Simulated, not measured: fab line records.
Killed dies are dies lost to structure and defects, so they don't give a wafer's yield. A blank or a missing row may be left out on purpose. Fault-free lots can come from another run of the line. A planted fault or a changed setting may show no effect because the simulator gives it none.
Matching of chambers	flow n5_finfet	4 sister chambers for N5_BEOL_M13_ETCH_68 on rie_diel-06
The step etches SOC in N2/H2, time 355 s. 16 wafers are shown with their chamber, then 8 later ones without.

== WAFERS WITH THEIR CHAMBER ==
wafer	chamber	drypump_motor_current_A (A)	throttle_valve_pct (%)	rf_vpp_V (V)
L075.4	1	5.4	17.42	527
L075.5	2	4.7	18.15	523
L075.6	3	4.8	17.73	524
L076.2	1	5.4	17.42	527
L076.3	3	4.8	17.73	524
L076.6	1	5.4	17.43	528
L078.2	2	4.8	18.16	523
L078.3	1	5.4	17.44	528
L078.4	0	6.3	18.35	521
L080.1	3	4.8	17.75	524
L080.3	0	6.2	18.37	521
L080.4	3	4.8	17.74	524
L085.2	1	5.4	17.44	528
L085.4	2	4.7	17.66	522
L085.5	1	5.4	17.45	528
L087.3	0	6.3	17.94	528

SIGNATURES (means of the wafers above)
reading	chamber 0	chamber 1	chamber 2	chamber 3	scatter within a chamber
drypump_motor_current_A	6.267	5.400	4.733	4.800	0.0333
throttle_valve_pct	18.2200	17.4333	17.9900	17.7375	0.153
rf_vpp_V	523.33	527.67	522.67	524.00	1.7
Rule: a wafer lies at a distance from a chamber equal to the root of the sum of squares, over the readings, of (its reading less the chamber's mean, divided by the reading's scatter). The wafer belongs to the nearest chamber; if the next one is less than 2 further off, it can't be placed. The scatter: the root of (the sum of the squares of (reading less its chamber's mean) over the shown wafers, divided by (wafers less chambers)).

== WAFERS WITHOUT THEIR CHAMBER ==
wafer	drypump_motor_current_A (A)	throttle_valve_pct (%)	rf_vpp_V (V)
L087.5	6.3	17.93	527
L087.6	4.7	17.68	524
L094.3	4.8	17.80	524
L094.4	5.4	17.47	527
L094.6	5.4	17.49	525
L096.4	6.3	17.96	527
L096.5	4.8	17.78	523
L096.6	6.3	17.96	528

== THE CHAMBER EACH PASSED THROUGH ==
wafer	from the rows above	in truth
L087.5	0	0
L087.6	can't be placed: 2 or 3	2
L094.3	3	3
L094.4	1	1
L094.6	1	1
L096.4	0	0
L096.5	can't be placed: 3 or 2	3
L096.6	0	0
6 of 8 placed correctly. These rows do not allow placing 2 (true chamber among the candidates in 2). Placed wrongly: 0.
